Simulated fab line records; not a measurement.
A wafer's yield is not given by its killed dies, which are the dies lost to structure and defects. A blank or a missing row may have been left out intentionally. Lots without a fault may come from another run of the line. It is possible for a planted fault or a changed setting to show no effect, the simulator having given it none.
fab line records + flow n5Finfet
record
- lots=9
- wafers=27
- lastDay=21
route steps=1938 shown GATE_CUT@493 BEOL_M4@1111 PASSIVATION@1936
lots untouched by any fault: they come from a run of this same line in which no faults occurred
startH: start of the lot's first displayed wafer, in hours after the record's first day + waitH: time in hours since the lot's previous step + " repeats the value in the row above + L1.1+2: one row covering several wafers at once + - either no value or no given start + * or withheld: withheld + < > ~ a bound
route shown NAME@n: a module of which the file shows steps, and the number in the route of the first + usual: the fault-free wafers' mean and standard deviation + same: alike in all rows + chamber/n: place in a boat + sites: readings site by site + _std_site: standard deviation of those values + _edge_site: inner sites' mean taken away from outer sites' mean + radiusMm: for every site, how far away it sits from the centre of the wafer + mask NAME#n: copy n + behind: the tool/chamber that last shaped the wafer + hold: reason for holding the lot/hours on hold/outcome of the hold + device: which transistor (n, p or np) failed to switch + end of line: at the end of the route, the tests of the same wafers + for a step that has no rows: nothing shown but its recipe + killed: not the wafer's yield, but the dies lost to structure and defects at the first sort + map: the dies of a wafer, with x for killed, . for not killed, _ for no die there
set.NAME: setting as actually run; set.NAME@STEP: the setting as run at that earlier step + model.NAME: the simulator's own value behind a step, which no gauge read
a sample of lots followed through the steps of the route, with each step as a table and each wafer as a row
services: the hour from which a tool's chamber was out of use, counted from the record's first day as startH (under 0 if before that day), plus the number of hours and why
## steps
# step N5_GATE_CUT_ETCH_37
# recipe
- chemistry=N2/H2
- target=SOC
- targetDepthA=600
- overetchA=120
- maskMaterial=SiARC
- tempC=40
- timeS=90
- ionEnergyEv=200
- pressureMtorr=30
- sourceW=840
- biasW=150
- n2FlowSccm=200
- h2FlowSccm=200
# usual
- biasW=149.9/0.46
- chamberPressureMTorr=29.997/0.027
- drypumpMotorCurrentA=5.6/0.46
- oesProductAu=0.68/0.047
- rfVppV=524.3/2.9
- showerheadPlenumPTorr=2.56/0.11
- throttleValvePct=17.94/0.28
| lot.wafer | tool       | chamber | startH | waitH | biasW | chamberPressureMTorr | drypumpMotorCurrentA | oesProductAu | rfHoursCounterH | rfVppV | showerheadPlenumPTorr | throttleValvePct |
|-----------|------------|---------|--------|-------|-------|----------------------|----------------------|--------------|-----------------|--------|-----------------------|------------------|
| L390.1    | rieDiel-05 | 3       | 81.72  | 0.0   | 150.6 | 30.026               | 5.8                  | 0.68         | 145             | 521.3  | 2.45                  | 17.73            |
| L390.4    | "          | 2       | "      | "     | 150.3 | 30.018               | 6.1                  | 0.72         | 100             | 528.5  | 2.70                  | 17.96            |
| L390.6    | "          | 2       | "      | "     | 150.0 | 29.952               | 6.1                  | 0.72         | -               | 526.8  | 2.70                  | 17.97            |
| L392.2    | rieDiel-05 | 1       | 94.42  | 0.0   | 149.1 | 30.002               | 5.6                  | 0.67         | 178             | 527.0  | 2.65                  | 18.04            |
| L392.4    | "          | 3       | "      | "     | 150.2 | 30.009               | 5.7                  | 0.68         | 147             | 520.1  | 2.45                  | 17.73            |
| L392.6    | "          | 1       | "      | "     | 150.3 | 30.019               | 5.6                  | 0.66         | -               | 526.7  | 2.65                  | 18.05            |
| L394.2    | rieDiel-02 | 0       | 108.26 | 0.0   | 150.0 | 30.004               | 4.8                  | 0.64         | 213             | 520.9  | 2.39                  | 18.22            |
| L394.4    | "          | 2       | "      | "     | 150.1 | 30.006               | 5.1                  | 0.66         | 195             | 525.2  | 2.63                  | 17.86            |
| L394.5    | "          | 1       | "      | "     | 149.5 | 30.047               | 6.4                  | 0.76         | -               | 527.2  | 2.68                  | 17.58            |
| L396.2    | rieDiel-02 | 0       | 120.54 | 0.0   | 149.9 | 29.990               | 4.8                  | 0.63         | 216             | 519.2  | 2.39                  | 18.24            |
| L396.4    | "          | 1       | "      | "     | 150.0 | 29.995               | 6.4                  | 0.75         | 63              | 528.8  | 2.68                  | 17.58            |
| L396.5    | "          | 3       | "      | "     | 149.6 | 30.009               | 5.7                  | 0.77         | -               | 523.4  | 2.51                  | 18.41            |
| L397.3    | rieDiel-05 | 1       | 125.53 | 0.0   | 150.0 | 30.020               | 5.6                  | 0.66         | 182             | 526.2  | 2.65                  | 18.08            |
| L397.5    | "          | 0       | "      | "     | 150.0 | 29.978               | 5.0                  | 0.67         | -               | 521.5  | 2.43                  | 17.85            |
| L397.6    | "          | 3       | "      | "     | 150.4 | 29.995               | 5.7                  | 0.68         | -               | 521.6  | 2.44                  | 17.75            |
| L410.2    | rieDiel-02 | 1       | 208.80 | 0.0   | 150.3 | 30.012               | 6.4                  | 0.74         | 85              | 526.8  | 2.67                  | 17.61            |
| L410.3    | "          | 0       | "      | "     | 149.3 | 29.962               | 4.8                  | 0.62         | 240             | 520.3  | 2.38                  | 18.28            |
| L410.4    | "          | 2       | "      | "     | 150.1 | 29.976               | 5.0                  | 0.65         | 219             | 525.1  | 2.62                  | 17.89            |
| L411.1    | rieDiel-05 | 1       | 211.75 | 0.0   | 149.9 | 29.980               | 5.6                  | 0.64         | 213             | 526.6  | 2.64                  | 18.11            |
| L411.2    | "          | 3       | "      | "     | 149.7 | 29.975               | 5.8                  | 0.66         | 175             | 520.8  | 2.43                  | 17.78            |
| L411.6    | "          | 0       | "      | "     | 149.0 | 29.991               | 5.0                  | 0.64         | -               | 521.0  | 2.42                  | 17.92            |
| L412.1    | rieDiel-02 | 0       | 214.98 | 0.0   | 149.0 | 29.986               | 4.8                  | 0.61         | 243             | 519.8  | 2.38                  | 18.30            |
| L412.2    | "          | 1       | "      | "     | 149.6 | 30.013               | 6.4                  | 0.74         | 88              | 527.7  | 2.67                  | 17.61            |
| L412.5    | "          | 1       | "      | "     | 150.2 | 30.002               | 6.4                  | 0.73         | -               | 528.6  | 2.67                  | 17.62            |
| L413.4    | rieDiel-02 | 3       | 222.90 | 0.0   | 149.9 | 30.041               | 5.7                  | 0.73         | 87              | 522.6  | 2.50                  | 18.45            |
| L413.5    | "          | 1       | "      | "     | 150.0 | 30.000               | 6.4                  | 0.73         | -               | 528.1  | 2.67                  | 17.64            |
| L413.6    | "          | 0       | "      | "     | 149.4 | 29.997               | 4.9                  | 0.61         | -               | 520.5  | 2.38                  | 18.29            |
# step N5_GATE_CUT_CUT_ETCH_55
# recipe
- chemistry=BCl3
- target=HfO2
- maskMaterial=SiO2
- targetDepthA=32
- ionEnergyEv=30
- pressureMtorr=5
- icpW=450
- biasW=18
- bcl3FlowSccm=80
# usual
- bcl3FlowSccm=80.00/0.24
- biasW=18.00/0.052
- drypumpMotorCurrentA=6.2/0.44
- oesProductAu=0.77/0.16
- throttleValvePct=33.0/0.58
| lot.wafer | tool        | chamber | startH | waitH | bcl3FlowSccm | biasW | drypumpMotorCurrentA | oesProductAu | rfHoursCounterH | throttleValvePct |
|-----------|-------------|---------|--------|-------|--------------|-------|----------------------|--------------|-----------------|------------------|
| L390.1    | rieMetal-02 | 1       | 82.15  | 0.0   | 80.05        | 17.94 | 5.7                  | 0.97         | 3               | 32.6             |
| L390.4    | "           | 0       | "      | "     | 80.05        | 17.98 | 6.6                  | 0.60         | -               | 33.3             |
| L390.6    | "           | 1       | "      | "     | 80.19        | 18.06 | 5.7                  | 0.97         | -               | 32.6             |
| L392.2    | rieMetal-02 | 0       | 94.86  | 0.0   | 79.87        | 18.01 | 6.6                  | 0.60         | 125             | 33.3             |
| L392.4    | "           | 0       | "      | "     | 80.20        | 17.95 | 6.6                  | 0.59         | -               | 33.3             |
| L392.6    | "           | 0       | "      | "     | 79.70        | 17.93 | 6.6                  | 0.59         | -               | 33.3             |
| L394.2    | rieMetal-02 | 1       | 108.69 | 0.0   | 79.70        | 17.97 | 5.7                  | 0.95         | 4               | 32.6             |
| L394.4    | "           | 0       | "      | "     | 80.24        | 17.98 | 6.6                  | 0.59         | -               | 33.3             |
| L394.5    | "           | 0       | "      | "     | 80.12        | 18.01 | 6.6                  | 0.59         | -               | 33.3             |
| L396.2    | rieMetal-02 | 0       | 120.98 | 0.0   | 80.06        | 18.03 | 6.6                  | 0.59         | 126             | 33.3             |
| L396.4    | "           | 0       | "      | "     | 79.68        | 18.09 | 6.5                  | 0.59         | -               | 33.3             |
| L396.5    | "           | 1       | "      | "     | 79.84        | 18.05 | 5.7                  | 0.94         | -               | 32.6             |
| L397.3    | rieMetal-02 | 0       | 125.97 | 0.0   | 79.98        | 18.10 | 6.6                  | 0.59         | -               | 33.3             |
| L397.5    | "           | 0       | "      | "     | 80.08        | 18.10 | 6.6                  | 0.59         | -               | 33.3             |
| L397.6    | "           | 1       | "      | "     | 80.05        | 18.05 | 5.7                  | 0.94         | -               | 32.6             |
| L410.2    | rieMetal-03 | 0       | 209.24 | 0.0   | -            | -     | -                    | -            | -               | -                |
| L410.3    | "           | 1       | "      | "     | -            | -     | -                    | -            | -               | -                |
| L410.4    | "           | 0       | "      | "     | -            | -     | -                    | -            | -               | -                |
| L411.1    | rieMetal-02 | 0       | 212.18 | 0.0   | -            | -     | -                    | -            | -               | -                |
| L411.2    | "           | 1       | "      | "     | -            | -     | -                    | -            | -               | -                |
| L411.6    | "           | 0       | "      | "     | -            | -     | -                    | -            | -               | -                |
| L412.1    | rieMetal-02 | 1       | 215.41 | 0.0   | -            | -     | -                    | -            | -               | -                |
| L412.2    | "           | 0       | "      | "     | -            | -     | -                    | -            | -               | -                |
| L412.5    | "           | 1       | "      | "     | -            | -     | -                    | -            | -               | -                |
| L413.4    | rieMetal-02 | 0       | 223.34 | 0.0   | 79.77        | 18.01 | 6.6                  | 0.92         | -               | 32.3             |
| L413.5    | "           | 1       | "      | "     | 80.32        | 17.98 | 5.7                  | 0.87         | -               | 32.6             |
| L413.6    | "           | 0       | "      | "     | 79.78        | 18.02 | 6.6                  | 0.92         | -               | 32.3             |
# step N5_GATE_CUT_STRIP_21
# recipe
- chemistry=N2/H2
- timeS=30
- powerW=1000
- tempC=250
- pressureMtorr=withheld
- n2FlowSccm=1750
- h2FlowSccm=3250
# usual
- drypumpMotorCurrentA=6.2/0.34
- heaterPowerW=304/15
| lot.wafer | tool           | chamber | startH | waitH | drypumpMotorCurrentA | heaterPowerW | rfHoursCounterH |
|-----------|----------------|---------|--------|-------|----------------------|--------------|-----------------|
| L390.1    | plasmaAsher-01 | 0       | 82.32  | 0.0   | 6.6                  | 308          | 94              |
| L390.4    | "              | 0       | "      | "     | 6.6                  | 311          | -               |
| L390.6    | "              | 1       | "      | "     | 5.8                  | 324          | -               |
| L392.2    | plasmaAsher-02 | 1       | 95.03  | 0.0   | 6.4                  | 290          | 35              |
| L392.4    | "              | 0       | "      | "     | 5.9                  | 287          | -               |
| L392.6    | "              | 1       | "      | "     | 6.4                  | 292          | -               |
| L394.2    | plasmaAsher-02 | 1       | 108.86 | 0.0   | 6.3                  | 290          | 37              |
| L394.4    | "              | 1       | "      | "     | 6.4                  | 296          | -               |
| L394.5    | "              | 0       | "      | "     | 5.9                  | 290          | -               |
| L396.2    | plasmaAsher-02 | 1       | 121.15 | 0.0   | 6.4                  | 292          | 39              |
| L396.4    | "              | 1       | "      | "     | 6.3                  | 293          | -               |
| L396.5    | "              | 1       | "      | "     | 6.4                  | 299          | -               |
| L397.3    | plasmaAsher-01 | 1       | 126.15 | 0.1   | 5.8                  | 323          | -               |
| L397.5    | "              | 0       | "      | "     | 6.6                  | 307          | -               |
| L397.6    | "              | 1       | "      | "     | 5.7                  | 327          | -               |
| L410.2    | plasmaAsher-02 | 1       | 209.41 | 0.0   | 6.3                  | 287          | 60              |
| L410.3    | "              | 0       | "      | "     | 5.9                  | 287          | -               |
| L410.4    | "              | 1       | "      | "     | 6.3                  | 288          | -               |
| L411.1    | plasmaAsher-01 | 0       | 212.35 | 0.0   | 6.6                  | 305          | 117             |
| L411.2    | "              | 1       | "      | "     | 5.7                  | 327          | 117             |
| L411.6    | "              | 0       | "      | "     | 6.6                  | 306          | -               |
| L412.1    | plasmaAsher-01 | 1       | 215.58 | 0.0   | 5.8                  | 322          | 117             |
| L412.2    | "              | 0       | "      | "     | 6.6                  | 306          | 117             |
| L412.5    | "              | 1       | "      | "     | 5.8                  | 327          | -               |
| L413.4    | plasmaAsher-02 | 1       | 223.52 | 0.1   | 6.3                  | 294          | -               |
| L413.5    | "              | 1       | "      | "     | 6.3                  | 289          | -               |
| L413.6    | "              | 0       | "      | "     | 5.9                  | 292          | -               |
# step N5_GATE_CUT_CMP_23
# recipe
- stopOn=SiO2
- tOverpolishS=23.4
- postCmpClean=alkalineBrush
- downForcePsi=2.5
- platenRpm=51.8
- padVelocityMS=1.0307
- targetThkNm=16
# usual
- motorCurrentA=9.4/0.62
- retainingRingPressureFrac=1.001/0.0052
| lot.wafer | tool   | chamber | startH | waitH | motorCurrentA | retainingRingPressureFrac |
|-----------|--------|---------|--------|-------|---------------|---------------------------|
| L390.4    | cmp-02 | 2       | 84.00  | 0.8   | 9.3           | 1.006                     |
| L390.1    | "      | 3       | "      | "     | 10.4          | 0.999                     |
| L390.6    | "      | 2       | "      | "     | 9.1           | 1.001                     |
| L392.2    | cmp-03 | 1       | 96.94  | 0.8   | 9.5           | 1.010                     |
| L392.4    | "      | 3       | "      | "     | 9.1           | 0.996                     |
| L392.6    | "      | 0       | "      | "     | 9.7           | 1.003                     |
| L394.2    | cmp-04 | 2       | 110.59 | 0.8   | 9.3           | 0.992                     |
| L394.4    | "      | 3       | "      | "     | 11.2          | 1.009                     |
| L394.5    | "      | 1       | "      | "     | 8.3           | 0.991                     |
| L396.2    | cmp-02 | 1       | 122.83 | 0.8   | 9.5           | 1.000                     |
| L396.4    | "      | 3       | "      | "     | 10.3          | 0.999                     |
| L396.5    | "      | 0       | "      | "     | 9.1           | 0.998                     |
| L397.3    | cmp-02 | 3       | 127.89 | 0.9   | 10.1          | 0.999                     |
| L397.5    | "      | 0       | "      | "     | 9.2           | 0.993                     |
| L397.6    | "      | 1       | "      | "     | 9.2           | 1.005                     |
| L410.3    | cmp-04 | 2       | 211.22 | 0.8   | 8.6           | 1.004                     |
| L410.4    | "      | 3       | "      | "     | 10.9          | 1.004                     |
| L410.2    | "      | 0       | "      | "     | 8.5           | 1.011                     |
| L411.1    | cmp-03 | 2       | 214.03 | 0.8   | 9.9           | 0.993                     |
| L411.2    | "      | 0       | "      | "     | 9.6           | 0.999                     |
| L411.6    | "      | 1       | "      | "     | 9.9           | 1.003                     |
| L412.2    | cmp-04 | 2       | 217.22 | 0.8   | 9.2           | 1.001                     |
| L412.1    | "      | 3       | "      | "     | 10.2          | 1.003                     |
| L412.5    | "      | 3       | "      | "     | 10.0          | 1.002                     |
| L413.4    | cmp-04 | 2       | 225.58 | 0.0   | 8.9           | 1.007                     |
| L413.6    | "      | 2       | "      | "     | 9.3           | 1.001                     |
| L413.5    | "      | 3       | "      | "     | 10.1          | 1.001                     |
# step N5_BEOL_M4_RC_MEAS_101
# usual
- DIBL_N=36.1/2.3
- DIBL_P=36/3.2
- IOFF_N=0.16/0.045
- IOFF_P=0.21/0.049
- ION_N=674/14
- ION_P=462/8.4
- SS_N=71.6/0.83
- SS_P=73.2/0.87
- VT_N=249/3.8
- VT_P=-250/3.4
| lot.wafer | tool      | chamber | startH | waitH | DIBL_N[mV/V] | DIBL_P[mV/V] | IOFF_N[nA/um] | IOFF_P[nA/um] | ION_N[uA/um] | ION_P[uA/um] | SS_N[mV/dec] | SS_P[mV/dec] | VT_N[mV] | VT_P[mV] |
|-----------|-----------|---------|--------|-------|--------------|--------------|---------------|---------------|--------------|--------------|--------------|--------------|----------|----------|
| L390.1    | prober-02 | 0       | 236.98 | 0.3   | 35.1         | 34           | 0.13          | 0.21          | 659          | 461          | 70.7         | 72.9         | 250      | -249     |
| L390.4    | "         | 0       | "      | "     | 39.1         | 39           | 0.20          | 0.28          | 675          | 466          | 72.3         | 73.6         | 248      | -246     |
| L390.6    | "         | 0       | "      | "     | 37.9         | 37           | 0.18          | 0.25          | 673          | 465          | 71.7         | 73.7         | 248      | -245     |
| L392.2    | prober-01 | 0       | 266.49 | 0.2   | 36.3         | 33           | 0.14          | 0.18          | 650          | 449          | 71.9         | 72.9         | 254      | -250     |
| L392.4    | "         | 0       | "      | "     | 33.2         | 30           | 0.10          | 0.15          | 672          | 459          | 71.6         | 72.3         | 255      | -253     |
| L392.6    | "         | 0       | "      | "     | 36.7         | 35           | 0.14          | 0.21          | 682          | 470          | 72.0         | 73.0         | 253      | -250     |
| L396.2    | prober-02 | 0       | 277.70 | 0.2   | 35.9         | 36           | 0.16          | 0.18          | 671          | 449          | 71.5         | 74.0         | 248      | -250     |
| L396.4    | "         | 0       | "      | "     | 31.9         | 31           | 0.10          | 0.13          | 663          | 451          | 69.7         | 72.0         | 252      | -256     |
| L396.5    | "         | 0       | "      | "     | 35.3         | 34           | 0.16          | 0.17          | 670          | 453          | 70.8         | 72.7         | 246      | -255     |
| L394.2    | prober-02 | 0       | 280.86 | 0.2   | 35.8         | 36           | 0.15          | 0.20          | 674          | 458          | 71.7         | 72.9         | 249      | -251     |
| L394.4    | "         | 0       | "      | "     | 34.3         | 34           | 0.13          | 0.17          | 669          | 461          | 71.1         | 72.6         | 249      | -252     |
| L394.5    | "         | 0       | "      | "     | 34.7         | 35           | 0.14          | 0.19          | 677          | 460          | 70.5         | 72.1         | 249      | -251     |
| L397.3    | prober-02 | 0       | 311.05 | 0.3   | 37.8         | 38           | 0.18          | 0.23          | 684          | 470          | 72.6         | 73.9         | 251      | -250     |
| L397.5    | "         | 0       | "      | "     | 42.2         | 44           | 0.31          | 0.34          | 692          | 471          | 73.7         | 76.2         | 243      | -247     |
| L397.6    | "         | 0       | "      | "     | 36.9         | 37           | 0.17          | 0.22          | 694          | 468          | 71.5         | 73.5         | 246      | -250     |
| L413.4    | prober-01 | 0       | 394.25 | 0.5   | 37.5         | 39           | 0.20          | 0.25          | 683          | 463          | 72.7         | 73.3         | 246      | -248     |
| L413.5    | "         | 0       | "      | "     | 40.1         | 42           | 0.24          | 0.29          | 679          | 461          | 72.7         | 74.2         | 246      | -248     |
| L413.6    | "         | 0       | "      | "     | 37.4         | 38           | 0.19          | 0.24          | 681          | 466          | 72.0         | 73.7         | 247      | -247     |
# step N5_PASSIVATION_PROBE_49
# usual
- defectLimitedYield=90.9/1.6
- killed_at_M0_to_M3=37/11
- killed_at_M4_up=15/5.6
- killedAtContacts=13/6.4
- killedAtFrontEnd=39/11
- killedAtOther=4/3.1
- killedDies=107/19
- killedOnRim=14/4.3
- killedOpen=71/14
- killedShort=34/7.8
- sort_bin_4_leakage=0.01/0.053
- sort_bin_5_function=5.3/1
- sort_bin_6_memory=3.4/0.72
- sort_bin_8_speed=0.0/0.42
- sortNPass=1072/20
- sortYieldPct=90.9/1.7
# same
- grossDies=1180
- killedAtBackSide=0
| lot.wafer | tool      | chamber | startH | waitH | defectLimitedYield[%] | killed_at_M0_to_M3 | killed_at_M4_up | killedAtContacts | killedAtFrontEnd | killedAtOther | killedDies | killedOnRim | killedOpen | killedShort | sort_bin_4_leakage[%] | sort_bin_5_function[%] | sort_bin_6_memory[%] | sort_bin_8_speed[%] | sortNPass | sortYieldPct[%] |
|-----------|-----------|---------|--------|-------|-----------------------|--------------------|-----------------|------------------|------------------|---------------|------------|-------------|------------|-------------|-----------------------|------------------------|----------------------|---------------------|-----------|-----------------|
| L390.1    | prober-02 | -       | 356.74 | 0.3   | 92.9                  | 28                 | 18              | 8                | 29               | 1             | 84         | 5           | 62         | 20          | 0                     | 4.1                    | 3.0                  | 0                   | 1096      | 92.9            |
| L390.4    | prober-02 | -       | 356.89 | 0.5   | 91.3                  | 27                 | 18              | 12               | 44               | 2             | 103        | 15          | 66         | 34          | 0                     | 5.4                    | 3.0                  | 0.1                 | 1077      | 91.3            |
| L390.6    | prober-02 | -       | 356.99 | 0.6   | 91.1                  | 36                 | 14              | 5                | 43               | 7             | 105        | 8           | 68         | 32          | 0                     | 5.3                    | 3.3                  | 0                   | 1075      | 91.1            |
| L394.2    | prober-01 | -       | 376.91 | 0.1   | 92.5                  | 14                 | 11              | 29               | 33               | 1             | 88         | 14          | 56         | 24          | 0                     | 4.3                    | 2.8                  | 0                   | 1092      | 92.5            |
| L394.4    | prober-01 | -       | 377.01 | 0.2   | 90.5                  | 25                 | 21              | 13               | 51               | 2             | 112        | 24          | 73         | 38          | 0                     | 5.2                    | 3.9                  | 0                   | 1068      | 90.5            |
| L394.5    | prober-01 | -       | 377.06 | 0.2   | 90.1                  | 43                 | 14              | 22               | 38               | 0             | 117        | 11          | 78         | 32          | 0                     | 6.4                    | 3.1                  | 0                   | 1063      | 90.1            |
| L412.1    | prober-02 | -       | 479.04 | 0.0   | 0                     | 39                 | 10              | 12               | 1118             | 1             | 1180       | 152         | 54         | 21          | 0                     | 97.8                   | 2.0                  | 0                   | 0         | 0               |
| L412.2    | prober-02 | -       | 479.09 | 0.1   | 0                     | 54                 | 10              | 9                | 1106             | 1             | 1180       | 152         | 67         | 32          | 0                     | 96.4                   | 3.4                  | 0                   | 0         | 0               |
| L412.5    | prober-02 | -       | 479.24 | 0.2   | 0                     | 47                 | 10              | 10               | 1108             | 5             | 1180       | 152         | 64         | 32          | 0                     | 96.4                   | 3.4                  | 0                   | 0         | 0               |
| L411.1    | prober-02 | -       | 496.17 | 0.0   | 0                     | 27                 | 10              | 9                | 1125             | 9             | 1180       | 152         | 55         | 29          | 0                     | 97.1                   | 2.6                  | 0                   | 0         | 0               |
| L411.2    | prober-02 | -       | 496.22 | 0.1   | 0                     | 40                 | 17              | 5                | 1116             | 2             | 1180       | 152         | 67         | 32          | 0                     | 96.4                   | 3.4                  | 0                   | 0         | 0               |
| L411.6    | prober-02 | -       | 496.42 | 0.3   | 0                     | 39                 | 11              | 4                | 1124             | 2             | 1180       | 152         | 50         | 27          | 0                     | 97.7                   | 2.2                  | 0                   | 0         | 0               |
| L410.2    | prober-01 | -       | 496.22 | 0.1   | 0                     | 25                 | 15              | 10               | 1128             | 2             | 1180       | 152         | 56         | 29          | 0                     | 97.1                   | 2.7                  | 0                   | 0         | 0               |
| L410.3    | prober-01 | -       | 496.27 | 0.1   | 0                     | 36                 | 11              | 10               | 1120             | 3             | 1180       | 152         | 72         | 38          | 0                     | 96.4                   | 3.2                  | 0                   | 0         | 0               |
| L410.4    | prober-01 | -       | 496.32 | 0.2   | 0                     | 47                 | 17              | 18               | 1097             | 1             | 1180       | 152         | 95         | 24          | 0                     | 96.0                   | 3.7                  | 0                   | 0         | 0               |
# killed by level:class
L390.1 BEOL_M3:geometricParticle:open=11 BEOL_M4:geometricParticle:open=9 STI_FIN_REVEAL:geometricParticle:open=7 MOL_CONTACT_COAG:geometricParticle:open=5 DUMMY_GATE:geometricParticle:open=4 BEOL_M0_SAQP:geometricParticle:short=4 BEOL_M1:geometricParticle:open=4 BEOL_M2:geometricParticle:open=4
L390.4 STI_FIN_REVEAL:geometricParticle:open=9 BEOL_M3:geometricParticle:open=9 BEOL_M4:geometricParticle:open=8 MOL_CONTACT_COAG:geometricParticle:open=8 GATE_CUT:geometricParticle:short=6 FIN_SAQP:geometricParticle:open=5 GATE_CUT:geometricParticle:open=4 MOL_CONTACT_COAG:geometricParticle:short=4
L390.6 FIN_SAQP:geometricParticle:open=13 BEOL_M1:geometricParticle:open=10 GATE_CUT:geometricParticle:short=8 BEOL_M2:geometricParticle:open=8 BEOL_M3:geometricParticle:open=8 DUMMY_GATE:geometricParticle:open=6 FIN_SAQP:geometricParticle:short=5 BEOL_M4:geometricParticle:open=5
L394.2 MOL_CONTACT_COAG:geometricParticle:open=22 FIN_SAQP:geometricParticle:open=9 GATE_CUT:geometricParticle:short=7 BEOL_M1:geometricParticle:open=7 STI_FIN_REVEAL:geometricParticle:open=6 MOL_CONTACT_COAG:geometricParticle:short=5 BEOL_M0_SAQP:geometricParticle:short=4 FIN_SAQP:geometricParticle:short=3
L394.4 BEOL_M4:geometricParticle:open=11 MOL_CONTACT_COAG:geometricParticle:open=10 FIN_SAQP:geometricParticle:open=9 GATE_CUT:geometricParticle:short=9 FIN_SAQP:geometricParticle:short=7 STARTING-WAFER:geometricParticle:open=7 DUMMY_GATE:geometricParticle:open=5 STI_FIN_REVEAL:geometricParticle:open=5
L394.5 MOL_CONTACT_COAG:geometricParticle:open=19 BEOL_M3:geometricParticle:open=13 FIN_SAQP:geometricParticle:short=12 BEOL_M1:geometricParticle:open=10 BEOL_M0_SAQP:geometricParticle:open=7 FIN_SAQP:geometricParticle:open=6 BEOL_M2:geometricParticle:open=4 GATE_CUT:geometricParticle:short=4
L412.1 GATE_CUT:areaEtch=1105 MOL_CONTACT_COAG:geometricParticle:open=11 BEOL_M0_SAQP:geometricParticle:open=10 BEOL_M0_SAQP:geometricParticle:short=8 BEOL_M3:geometricParticle:open=8 BEOL_M1:geometricParticle:open=5 BEOL_M4:geometricParticle:open=5 STI_FIN_REVEAL:geometricParticle:open=3
L412.2 GATE_CUT:areaEtch=1081 BEOL_M2:geometricParticle:open=14 BEOL_M0_SAQP:geometricParticle:open=10 MOL_CONTACT_COAG:geometricParticle:open=9 BEOL_M0_SAQP:geometricParticle:short=6 BEOL_M1:geometricParticle:short=6 BEOL_M1:geometricParticle:open=6 BEOL_M3:geometricParticle:open=6
L412.5 GATE_CUT:areaEtch=1084 BEOL_M2:geometricParticle:open=13 BEOL_M3:geometricParticle:open=10 MOL_CONTACT_COAG:geometricParticle:open=7 DUMMY_GATE:geometricParticle:open=6 BEOL_M0_SAQP:geometricParticle:open=6 BEOL_M0_SAQP:geometricParticle:short=5 BEOL_M1:geometricParticle:open=5
L411.1 GATE_CUT:areaEtch=1096 FIN_SAQP:geometricParticle:open=9 MOL_CONTACT_COAG:geometricParticle:open=7 BEOL_M2:geometricParticle:open=6 FIN_SAQP:geometricParticle:short=5 BEOL_M3:geometricParticle:open=5 BEOL_M4:geometricParticle:open=5 BEOL_M0_SAQP:geometricParticle:open=4
L410.2 GATE_CUT:areaEtch=1094 STI_FIN_REVEAL:geometricParticle:open=10 BEOL_M3:geometricParticle:open=9 MOL_CONTACT_COAG:geometricParticle:open=8 BEOL_M4:geometricParticle:short=6 FIN_SAQP:geometricParticle:open=5 BEOL_M0_SAQP:geometricParticle:short=5 STI_FIN_REVEAL:geometricParticle:short=3
L411.2 GATE_CUT:areaEtch=1081 BEOL_M3:geometricParticle:open=14 STI_FIN_REVEAL:geometricParticle:open=12 FIN_SAQP:geometricParticle:open=7 BEOL_M0_SAQP:geometricParticle:short=6 BEOL_M3:geometricParticle:short=6 BEOL_M4:geometricParticle:open=6 MOL_CONTACT_COAG:geometricParticle:open=5
L410.3 GATE_CUT:areaEtch=1068 STI_FIN_REVEAL:geometricParticle:open=16 BEOL_M3:geometricParticle:open=9 STI_FIN_REVEAL:geometricParticle:short=7 MOL_CONTACT_COAG:geometricParticle:open=7 BEOL_M0_SAQP:geometricParticle:short=6 FIN_SAQP:geometricParticle:open=5 GATE_CUT:geometricParticle:short=5
L410.4 GATE_CUT:areaEtch=1061 MOL_CONTACT_COAG:geometricParticle:open=16 BEOL_M3:geometricParticle:open=14 STI_FIN_REVEAL:geometricParticle:open=12 BEOL_M0_SAQP:geometricParticle:open=10 BEOL_M4:geometricParticle:open=8 FIN_SAQP:geometricParticle:open=7 DUMMY_GATE:geometricParticle:open=6
L411.6 GATE_CUT:areaEtch=1103 BEOL_M0_SAQP:geometricParticle:short=13 BEOL_M2:geometricParticle:open=8 FIN_SAQP:geometricParticle:open=6 BEOL_M3:geometricParticle:open=6 BEOL_M0_SAQP:geometricParticle:open=5 DUMMY_GATE:geometricParticle:open=4 BEOL_M4:geometricParticle:open=4
## services
| tool           | chamber | startH | hours | kind                          |
|----------------|---------|--------|-------|-------------------------------|
| cmp-03         | -       | 70.76  | 1.3   | repair                        |
| cmp-02         | -       | 87.25  | 5.0   | pm                            |
| cmp-04         | -       | 93.06  | 0.5   | repair                        |
| rieDiel-05     | -       | 95.09  | 0.1   | repair                        |
| cmp-04         | -       | 115.41 | 4.0   | pm                            |
| cmp-04         | -       | 119.41 | -     | consumableReplace:conditioner |
| cmp-04         | -       | 119.41 | -     | consumableReplace:pad         |
| cmp-04         | -       | 126.54 | 5.1   | pm                            |
| rieMetal-03    | 0       | 127.76 | -     | clean                         |
| plasmaAsher-02 | -       | 157.59 | 1.5   | repair                        |
| cmp-02         | -       | 168.43 | 4.0   | pm                            |
| rieDiel-02     | -       | 169.40 | 14.6  | pm                            |
| plasmaAsher-02 | -       | 170.52 | 2.0   | repair                        |
| cmp-04         | -       | 172.27 | 0.4   | repair                        |
| rieMetal-02    | 0       | 178.56 | -     | clean                         |
| rieMetal-02    | 0       | 178.56 | 14.0  | scheduledDown                 |
| rieMetal-02    | 0       | 178.56 | 14.0  | ventCycle                     |
| rieDiel-05     | 3       | 183.44 | 8.8   | repair                        |
| cmp-03         | -       | 183.47 | 7.5   | pm                            |
| plasmaAsher-01 | -       | 191.83 | 15.6  | pm                            |
| rieDiel-02     | -       | 192.18 | 1.3   | repair                        |
| cmp-02         | -       | 208.11 | 4.1   | repair                        |
| rieDiel-02     | 2       | 210.62 | 5.7   | repair                        |
| rieDiel-05     | 3       | 216.50 | 6.9   | repair                        |
## key
firstSign
- step=N5_GATE_CUT_CUT_ETCH_55
- reading=toolRecord
- direction=missing
effect
- step=N5_PASSIVATION_PROBE_49
- reading=killedAtFrontEnd
- direction=up
- sigmas=97
- usual=39
- struck=1116
moreKillsBornAt
- N5_GATE_CUT_CUT_ETCH_55@rieMetal-02=6550
- N5_GATE_CUT_CUT_ETCH_55@rieMetal-03=3223
metAt N5_GATE_CUT_CUT_ETCH_55
struckLots L410,L411,L412
laterRowsLeftOut L410.2,L410.3,L410.4,L411.1,L411.2,L411.6,L412.1,L412.2,L412.5
notActingAt N5_GATE_CUT_ETCH_37,N5_GATE_CUT_STRIP_21,N5_GATE_CUT_CMP_23
onsetBetween 125.97 209.24
fault
- kind=skippedStepWhole
- tool=rieMetal-02,rieMetal-03
- chamber=-
- onsetH=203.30
- steps=N5_GATE_CUT_CUT_ETCH_55
- scope=struckLotsOnly
# laterRowsLeftOut: the simulator's readings of these wafers behind a module that went badly wrong aren't trusted and aren't shown, but for the sort
